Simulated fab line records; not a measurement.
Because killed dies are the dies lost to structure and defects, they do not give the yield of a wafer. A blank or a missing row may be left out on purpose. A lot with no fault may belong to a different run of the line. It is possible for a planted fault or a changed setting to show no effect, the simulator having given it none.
Comparing a struck lot with a sound one -- flow n5Finfet -- 36 steps out of a route of 1938
Sound: these wafers, L708.1, L708.3, L708.6. Struck: wafers L706.2, L706.5. Last of all comes the cause.
For every step that has rows: the tool of each side, followed by ch and its chambers, followed by its first start. Under that, the readings that differ: sound wafers -- struck wafers -- difference of the means -- sigmas: that difference in standard deviations of wafers without a fault.
alike: a reading whose means differ by less than 2 such deviations, as well as words and numbers matching on both sides. not compared: withheld readings; readings where some wafer has no value; bounds like >300 that might hide an equal value; numbers whose values overlap and for which the record gives no deviation.
Wherever a step has rows on one side only, a row that says differs or no value, or a row with sigmas, the two part there. Non-overlapping numbers with no deviation appear without sigmas and do not part them. A reading that every wafer of one side lacks parts them only if that side has two wafers or more.

first, 8 steps without rows for these wafers: N5_BEOL_M0_ANNEAL_119 (time 90 s); N5_BEOL_M0_CMP_120 (polishes, stops on SiOC, t overpolish 6.9 s); N5_BEOL_M0_PRE_CLEAN_131 (time 15 s); N5_BEOL_M0_CO_CAP_123 (material Co, precursor CCTBA/H2, target thk 2 nm, time 102.1 s); N5_BEOL_M0_PRE_CLEAN_124 (time 15 s); N5_BEOL_M0_DEP_125 (deposits SiCN from 3MS/NH3, target thk 8 nm, time 14 s); N5_BEOL_M1_ILD_DEP_00 (deposits SiOC from DEMS/O2, target thk 79 nm, time 15.3 s); N5_BEOL_M1_PECVD_72 (deposits SiO2 from TEOS/O2, target thk 16 nm, time 18 s).
N5_BEOL_M1_HM_DEP_02: deposits TiN, target thk 20 nm.
  sound: pvdSputter-02 at day 11 10:07; struck: pvdSputter-03 at day 10 21:07
reading,sound,struck,difference,sigmas
model.TiN_of_BEOL_M1_HM_DEP_02.thkNm (nm),20.4 20.6 20,15 15,-5,
  alike: throttleValvePct
then, 16 steps without rows for these wafers: N5_BEOL_M1_COAT_61 (time 60 s, resist thk 60 nm); N5_BEOL_M1_COAT_62 (time 60 s, resist thk 12 nm); N5_BEOL_M1_COAT_73 (time 60 s, resist thk 5 nm); N5_BEOL_M1_COAT_05 (resist thk 30 nm); N5_BEOL_M1_EBR_07; N5_BEOL_M1_SOFTBAKE_06 (time 60 s); N5_BEOL_M1_EXPOSE_08 (exposes mask M1); N5_BEOL_M1_PEB_09 (peb time 60 s); N5_BEOL_M1_DEVELOP_10 (develop time 30 s); N5_BEOL_M1_DESCUM_16 (chemistry O2, time 7 s); N5_BEOL_M1_ETCH_74 (etches underlayer in N2/H2, target depth 6.5 nm, time 5.2 s); N5_BEOL_M1_ETCH_63 (etches SiARC in CF4, target depth 15.6 nm, time 26 s); N5_BEOL_M1_ETCH_64 (etches SOC in N2/H2, target depth 75 nm, overetch 15 nm, time 112.5 s); N5_BEOL_M1_STRIP_65 (strips in N2/H2); N5_BEOL_M1_STRIP_75 (strips in N2/H2); N5_BEOL_M1_STRIP_66 (strips in CF4).
N5_BEOL_M1_HM_OPEN_17: chemistry Cl2/BCl3, target TiN, target depth 20 nm, overetch 6 nm.
  sound on rieMetal-03 ch 0,1, day 11 11:05; struck on rieMetal-02 ch 0,1, day 10 22:38
reading,sound,struck,difference,sigmas
model.etch.depthNm (nm),20.36 20.53 20.1,15.08 14.93,-5.33,
  alike: bcl3FlowSccm, biasW, drypumpMotorCurrentA, oesProductAu, throttleValvePct
  not compared: rfHoursCounterH
then, 8 steps without rows for these wafers: N5_BEOL_M1_STRIP_19 (strips in O2); N5_BEOL_M1_COAT_67 (time 60 s, resist thk 60 nm); N5_BEOL_M1_COAT_68 (time 60 s, resist thk 12 nm); N5_BEOL_M1_COAT_76 (time 60 s, resist thk 5 nm); N5_BEOL_M1_COAT_22 (resist thk 30 nm); N5_BEOL_M1_EBR_24; N5_BEOL_M1_SOFTBAKE_23 (time 60 s); N5_BEOL_M1_EXPOSE_25 (exposes mask V0, defocus 5 nm, target cd 24 nm).
N5_BEOL_M1_TRENCH_ETCH_37: etches SiOC in C4F6/O2, target depth 55.207 nm, time 29 s.
  sound on rieDiel-03 ch 0,2; struck on rieDiel-03 ch 1,2
reading,sound,struck,difference,sigmas
model.TiN_of_BEOL_M1_HM_DEP_02.thkNm (nm),18 18.2 17.8,12.8 12.6,-5.3,
  alike: biasW, drypumpMotorCurrentA, oesProductAu, rfVppV, showerheadPlenumPTorr, throttleValvePct
  not compared: rfHoursCounterH
-- record jumps: 2 days separate the struck wafers' starts on either side; left off in module BEOL_M1, taken up again in module BEOL_M4, whose first shown step is the route's number 1111 --
N5_BEOL_M4_RC_MEAS_101:
  sound on prober-02 ch 0, day 13 03:35; struck on prober-01 ch 0, day 13 00:32
  alike: DIBL_N, DIBL_P, IOFF_N, IOFF_P, ION_N, ION_P, SS_N, SS_P, VT_N, VT_P

## WHERE THEY PART
Nowhere in this record.

WHY: what the simulator had put in
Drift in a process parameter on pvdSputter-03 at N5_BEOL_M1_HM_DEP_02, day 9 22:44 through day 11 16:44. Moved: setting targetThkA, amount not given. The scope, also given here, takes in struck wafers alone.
